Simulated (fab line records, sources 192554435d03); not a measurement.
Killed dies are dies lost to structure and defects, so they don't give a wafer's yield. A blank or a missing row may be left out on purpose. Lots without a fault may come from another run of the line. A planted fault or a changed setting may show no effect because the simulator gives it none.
Split-lot experiment | flow n5_finfet | 7 lots, 39 wafers read, on a route of 1938 steps

THE SPLIT
At N5_DUMMY_GATE_ETCH_32 (etches SiO2 in CF4, target depth 3.5 nm, time 3.9 s), the setting time_s was moved away from the recipe's 3.9 s on 12 of the 39 wafers read, by -22.7% to +8.5%. The other wafers ran this setting at the recipe's value.

The reading is taken at the split's own step.

THE READING
etch.depth_nm (the simulator's own value, which no gauge read), in nm, at N5_DUMMY_GATE_ETCH_32 (etches SiO2 in CF4, target depth 3.5 nm, time 3.9 s). The file gives no usual value for it. The 27 wafers here that ran the recipe average 3.521 nm, standard deviation 0.088 nm.

wafer  | tool, chamber at the split | time_s as run, s | against the recipe | etch.depth_nm, nm | against lot-mates on the recipe
L075.3 | rie_si-04, 2               | 3.9              | recipe             | 3.575             | -
L075.4 | rie_si-04, 0               | 3.9              | recipe             | 3.567             | -
L075.6 | rie_si-04, 2               | 3.9              | recipe             | 3.601             | -
L076.1 | rie_si-04, 1               | 3.416            | -12.4%             | 3.056             | -0.468
L076.2 | rie_si-04, 3               | 3.416            | -12.4%             | 3.024             | -0.500
L076.3 | rie_si-04, 0               | 3.9              | recipe             | 3.551             | -
L076.4 | rie_si-04, 2               | 3.416            | -12.4%             | 3.164             | -0.360
L076.5 | rie_si-04, 0               | 3.9              | recipe             | 3.527             | -
L076.6 | rie_si-04, 1               | 3.9              | recipe             | 3.495             | -
L078.1 | rie_si-04, 3               | 3.9              | recipe             | 3.486             | -
L078.2 | rie_si-04, 2               | 3.9              | recipe             | 3.63              | -
L078.3 | rie_si-04, 0               | 3.015            | -22.7%             | 2.787             | -0.753
L078.4 | rie_si-04, 1               | 3.9              | recipe             | 3.505             | -
L078.5 | rie_si-04, 3               | 3.015            | -22.7%             | 2.687             | -0.853
L078.6 | rie_si-04, 2               | 3.015            | -22.7%             | 2.818             | -0.722
L080.1 | rie_si-03, 0               | 3.9              | recipe             | 3.561             | -
L080.2 | rie_si-03, 1               | 3.9              | recipe             | 3.479             | -
L080.3 | rie_si-03, 2               | 3.9              | recipe             | 3.649             | -
L080.4 | rie_si-03, 3               | 3.9              | recipe             | 3.669             | -
L080.5 | rie_si-03, 0               | 3.9              | recipe             | 3.589             | -
L080.6 | rie_si-03, 1               | 3.9              | recipe             | 3.517             | -
L084.1 | rie_si-02, 2               | 3.374            | -13.5%             | 2.928             | -0.562
L084.2 | rie_si-02, 3               | 3.9              | recipe             | 3.635             | -
L084.3 | rie_si-02, 1               | 3.9              | recipe             | 3.402             | -
L084.4 | rie_si-02, 0               | 3.374            | -13.5%             | 3.059             | -0.431
L084.5 | rie_si-02, 2               | 3.374            | -13.5%             | 2.92              | -0.570
L084.6 | rie_si-02, 1               | 3.9              | recipe             | 3.432             | -
L090.1 | rie_si-02, 3               | 3.9              | recipe             | 3.603             | -
L090.2 | rie_si-02, 0               | 3.9              | recipe             | 3.575             | -
L090.3 | rie_si-02, 1               | 3.9              | recipe             | 3.412             | -
L090.4 | rie_si-02, 2               | 4.232            | +8.5%              | 3.683             | +0.153
L090.5 | rie_si-02, 2               | 4.232            | +8.5%              | 3.658             | +0.128
L090.6 | rie_si-02, 1               | 4.232            | +8.5%              | 3.692             | +0.162
L093.1 | rie_si-02, 1               | 3.9              | recipe             | 3.404             | -
L093.2 | rie_si-02, 3               | 3.9              | recipe             | 3.56              | -
L093.3 | rie_si-02, 0               | 3.9              | recipe             | 3.506             | -
L093.4 | rie_si-02, 2               | 3.9              | recipe             | 3.379             | -
L093.5 | rie_si-02, 1               | 3.9              | recipe             | 3.365             | -
L093.6 | rie_si-02, 2               | 3.9              | recipe             | 3.383             | -

THE FIT
A straight line over all 39 wafers: etch.depth_nm changes by +0.0331 nm for each +1% of time_s; r = +0.95; the points scatter about the line by 0.091 nm.
The same after taking each lot's own level away (the mean of its wafers on the recipe; 39 wafers): +0.0331 nm for each +1%; r = +0.96; scatter 0.077 nm.
On that fit, the largest move of time_s shifts the reading by 0.75 nm.
The lots' own levels span 3.4328 to 3.5810 nm, that is 1.7 times the standard deviation above.
So the lot-to-lot level changes the slope little: the two slopes agree.
Check: with one of the wafers moved furthest among these (-22.7%) left out of the fit, the line predicts -0.776 nm for it against its lot-mates. It came out at -0.753 nm against them.

OTHER SPLITS ON THESE WAFERS
These wafers also went through other splits before the reading. Each is held against what the fit with the lots' levels taken away leaves over:
other split on the same wafers | wafers away from the commonest value | r with etch.depth_nm (lot level and that fit taken away)
N5_FIN_SAQP_ETCH_52 source_w   | 9                                    | +0.40
N5_FIN_SAQP_ETCH_65 time_s     | 15                                   | +0.06
N5_DUMMY_GATE_ETCH_37 source_w | 12                                   | -0.01

THE FILE'S OWN FIT
etch.depth_nm changes by +0.034 nm for each +1% of time_s, r = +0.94.
